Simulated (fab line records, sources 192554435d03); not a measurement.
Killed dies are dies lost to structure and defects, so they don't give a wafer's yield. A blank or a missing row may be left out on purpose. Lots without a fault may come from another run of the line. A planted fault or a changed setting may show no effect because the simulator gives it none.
Which tool did it? | flow n5_finfet | 10 lots, 30 wafers sampled, at 4 steps of a route of 1938

WHAT THE GAUGES READ, wafer by wafer
N5_BEOL_M3_CD_MEAS_28: target cd 25.7 nm, target cd y 23.3 nm. Usual: cd_nm 25.75 nm, standard deviation 0.23.
lot  | measured     | on        | cd_nm (nm)        | flag
L565 | day 7 04:56  | cd_sem-03 | 25.78 25.83 25.54 |
L564 | day 7 19:42  | cd_sem-02 | 25.77 25.94 25.70 |
L566 | day 8 02:37  | cd_sem-01 | 25.67 25.68 25.59 |
L570 | day 8 16:31  | cd_sem-03 | 25.95 25.60 25.88 |
L572 | day 9 04:29  | cd_sem-01 | 25.52 25.91 25.99 |
L573 | day 9 06:22  | cd_sem-01 | 25.84 26.19 25.60 |
L574 | day 9 23:16  | cd_sem-03 | 25.67 25.39 25.82 |
L579 | day 11 01:19 | cd_sem-01 | 25.55 25.72 25.45 |
L582 | day 11 17:38 | cd_sem-01 | 25.49 26.09 25.28 |
L586 | day 12 21:02 | cd_sem-03 | 25.82 25.61 25.54 |

N5_BEOL_M4_RC_MEAS_101. Usual: DIBL_N 36.3 mV/V, standard deviation 1.8; DIBL_P 36.5 mV/V, standard deviation 2.1; IOFF_N 0.16 nA/um, standard deviation 0.031; IOFF_P 0.22 nA/um, standard deviation 0.038; ION_N 677 uA/um, standard deviation 12; ION_P 466 uA/um, standard deviation 7.8; SS_N 71.5 mV/dec, standard deviation 0.61; SS_P 73.2 mV/dec, standard deviation 0.7; VT_N 249 mV, standard deviation 3; VT_P -248.9 mV, standard deviation 3.
lot  | measured     | on        | DIBL_N (mV/V)  | DIBL_P (mV/V)  | IOFF_N (nA/um) | IOFF_P (nA/um) | ION_N (uA/um) | ION_P (uA/um) | SS_N (mV/dec)  | SS_P (mV/dec)  | VT_N (mV)   | VT_P (mV)            | flag
L565 | day 8 17:48  | prober-02 | 32.9 38.3 37.4 | 32.6 39.2 38.4 | 0.10 0.17 0.18 | 0.14 0.22 0.21 | 663 668 686   | 462 453 469   | 70.6 72.1 71.9 | 72.1 73.9 72.8 | 254 249 249 | -253.9 -248.2 -249.4 |
L564 | day 8 19:02  | prober-02 | 34.6 36.4 34.8 | 35.1 37.0 34.2 | 0.14 0.17 0.13 | 0.22 0.24 0.21 | 676 682 662   | 472 474 464   | 71.2 70.5 71.4 | 73.5 73.3 72.3 | 251 246 252 | -245.7 -246.0 -249.5 |
L566 | day 9 08:14  | prober-02 | 38.2 36.2 39.2 | 38.6 36.3 38.9 | 0.20 0.17 0.22 | 0.24 0.20 0.27 | 693 688 691   | 464 462 466   | 72.0 71.4 72.4 | 73.6 72.0 73.8 | 247 250 244 | -246.9 -250.2 -246.2 |
L570 | day 10 13:41 | prober-01 | 35.2 39.7 40.4 | 34.4 39.6 41.0 | 0.14 0.22 0.24 | 0.19 0.26 0.30 | 678 673 703   | 469 460 474   | 71.7 72.0 71.7 | 72.3 74.2 74.4 | 249 247 242 | -249.9 -245.4 -245.9 |
L579 | day 12 14:08 | prober-02 | 35.1 34.8 37.0 | 36.2 35.9 38.6 | 0.16 0.16 0.20 | 0.21 0.21 0.26 | 657 670 687   | 455 459 471   | 71.8 70.6 71.7 | 73.9 72.9 72.8 | 251 250 246 | -250.5 -249.4 -247.5 |
L582 | day 12 17:35 | prober-02 | 34.9 37.3 34.2 | 35.1 38.4 34.0 | 0.15 0.20 0.14 | 0.21 0.25 0.18 | 681 686 664   | 469 470 462   | 71.1 71.6 71.3 | 72.8 73.8 72.1 | 247 247 251 | -249.8 -248.2 -254.4 |
L586 | day 14 04:28 | prober-01 | 36.1 36.2 36.2 | 36.8 36.5 37.3 | 0.17 0.16 0.16 | 0.23 0.23 0.25 | 682 682 683   | 469 475 467   | 71.8 71.7 71.4 | 73.2 72.9 73.1 | 248 248 249 | -249.1 -246.7 -244.5 |

WHICH TOOL RAN EACH LOT (tool, then ch and the chambers of the sampled wafers, then the start)
lot  | N5_BEOL_M3_ETCH_70                | N5_BEOL_M3_STRIP_36
L565 | rie_diel-03 ch 0,1,2, day 8 00:59 | rie_diel-03 ch 0,1,2, day 8 01:08
L564 | rie_diel-04 ch 1,2,3, day 8 06:44 | rie_diel-04 ch 1,2,3, day 8 06:54
L566 | rie_diel-04 ch 0,2,3, day 8 13:48 | rie_diel-04 ch 0,2,3, day 8 13:58
L570 | rie_diel-04 ch 0,1,3, day 9 01:47 | rie_diel-04 ch 0,1,3, day 9 01:57
L572 | rie_diel-03 ch 0,3, day 9 12:28   | rie_diel-03 ch 0,3, day 9 12:38
L573 | rie_diel-04 ch 1,2,3, day 9 12:31 | rie_diel-04 ch 1,2,3, day 9 12:40
L574 | rie_diel-03 ch 1,3, day 10 00:19  | rie_diel-03 ch 1,3, day 10 00:28
L579 | rie_diel-03 ch 0,3, day 11 16:05  | rie_diel-03 ch 0,3, day 11 16:14
L582 | rie_diel-03 ch 0,3, day 11 23:35  | rie_diel-03 ch 0,3, day 11 23:44
L586 | rie_diel-04 ch 1,2, day 13 08:32  | rie_diel-04 ch 1,2, day 13 08:43
- N5_BEOL_M3_ETCH_70: etches SOC in N2/H2, target depth 80 nm, overetch 16 nm, time 120 s.
- N5_BEOL_M3_STRIP_36: strips in N2/H2.

WHAT THE TOOLS THEMSELVES READ (means of the sampled wafers that have a number; where no wafer has one, the mark that the record gives instead)
N5_BEOL_M3_ETCH_70. Usual: drypump_motor_current_A 5.9 A, standard deviation 0.38; oes_product_au 0.60 a.u., standard deviation 0.071; rf_vpp_V 524.5 V, standard deviation 2.1; showerhead_plenum_p_Torr 2.57 Torr, standard deviation 0.074; throttle_valve_pct 17.8 %, standard deviation 0.31.
lot  | tool        | drypump_motor_current_A (A) | oes_product_au (a.u.) | rf_vpp_V (V) | showerhead_plenum_p_Torr (Torr) | throttle_valve_pct (%) | flag
L565 | rie_diel-03 | 5.9                         | 0.57                  | 524.2        | 2.58                            | 17.9                   |
L564 | rie_diel-04 | 6.0                         | 0.55                  | 526.5        | 2.63                            | 18.0                   |
L566 | rie_diel-04 | 5.9                         | 0.58                  | 526.2        | 2.62                            | 18.0                   |
L570 | rie_diel-04 | 6.0                         | 0.60                  | 525.4        | 2.62                            | 17.8                   |
L572 | rie_diel-03 | 6.3                         | 0.66                  | 525.1        | 2.60                            | 17.6                   |
L573 | rie_diel-04 | 6.0                         | 0.55                  | 526.4        | 2.63                            | 18.0                   |
L574 | rie_diel-03 | 5.9                         | 0.60                  | 526.5        | 2.62                            | 17.8                   |
L579 | rie_diel-03 | 6.3                         | 0.71                  | 525.0        | 2.60                            | 17.5                   |
L582 | rie_diel-03 | 6.2                         | 0.72                  | 526.1        | 2.60                            | 17.6                   |
L586 | rie_diel-04 | 6.4                         | 0.66                  | 526.1        | 2.62                            | 17.8                   |

N5_BEOL_M3_STRIP_36. Usual: bias_power_w 7.001 W, standard deviation 0.022; chamber_pressure_mTorr 20.00 mTorr, standard deviation 0.031; drypump_motor_current_A 5.9 A, standard deviation 0.38; oes_product_au 0.78 a.u., standard deviation 0.097; rf_vpp_V 59.3 V, standard deviation 1.4; showerhead_plenum_p_Torr 2.56 Torr, standard deviation 0.074; throttle_valve_pct 23.6 %, standard deviation 0.33.
lot  | tool        | bias_power_w (W) | chamber_pressure_mTorr (mTorr) | drypump_motor_current_A (A) | oes_product_au (a.u.) | rf_vpp_V (V) | showerhead_plenum_p_Torr (Torr) | throttle_valve_pct (%) | flag
L565 | rie_diel-03 | 6.993            | 20.03                          | 5.9                         | 0.74                  | 57.7         | 2.58                            | 23.7                   |
L564 | rie_diel-04 | 6.999            | 20.02                          | 6.0                         | 0.73                  | 59.9         | 2.63                            | 23.7                   |
L566 | rie_diel-04 | 7.024            | 20.01                          | 5.9                         | 0.76                  | 59.2         | 2.61                            | 23.8                   |
L570 | rie_diel-04 | 7.006            | 19.97                          | 5.9                         | 0.77                  | 59.2         | 2.62                            | 23.5                   |
L572 | rie_diel-03 | -                | -                              | -                           | -                     | -            | -                               | -                      | OFF
L573 | rie_diel-04 | -                | -                              | -                           | -                     | -            | -                               | -                      | OFF
L574 | rie_diel-03 | -                | -                              | -                           | -                     | -            | -                               | -                      | OFF
L579 | rie_diel-03 | 6.990            | 20.02                          | 6.3                         | 0.93                  | 57.8         | 2.60                            | 23.3                   |
L582 | rie_diel-03 | 7.007            | 20.01                          | 6.2                         | 0.96                  | 59.9         | 2.60                            | 23.5                   |
L586 | rie_diel-04 | 7.008            | 19.99                          | 6.4                         | 0.87                  | 58.9         | 2.61                            | 23.6                   |

THE ANSWER, worked out from the rows above alone
Rule: a lot is off if the mean of its wafers that have a number lies more than 3 standard deviations from the usual mean. A lot without any number at a reading at which 4 lots or more have one is off too. The other lots that the step has rows for count as sound. The gauges are gone through in route order, then the tools' own readings, and for those a lot's mean is taken as printed above. The first step at which some lot is off is used, and at that step the reading that is off furthest; a lot without a number counts as furthest.
Off: L572, L573, L574, at N5_BEOL_M3_STRIP_36 (bias_power_w). Without a number there: L572, L573, L574.
A tool fits if, at that step or a process step before it, it ran every lot that is off, and no sound lot after the first of them. None of those tried fits.

WHAT THE SIMULATOR HAD PUT IN
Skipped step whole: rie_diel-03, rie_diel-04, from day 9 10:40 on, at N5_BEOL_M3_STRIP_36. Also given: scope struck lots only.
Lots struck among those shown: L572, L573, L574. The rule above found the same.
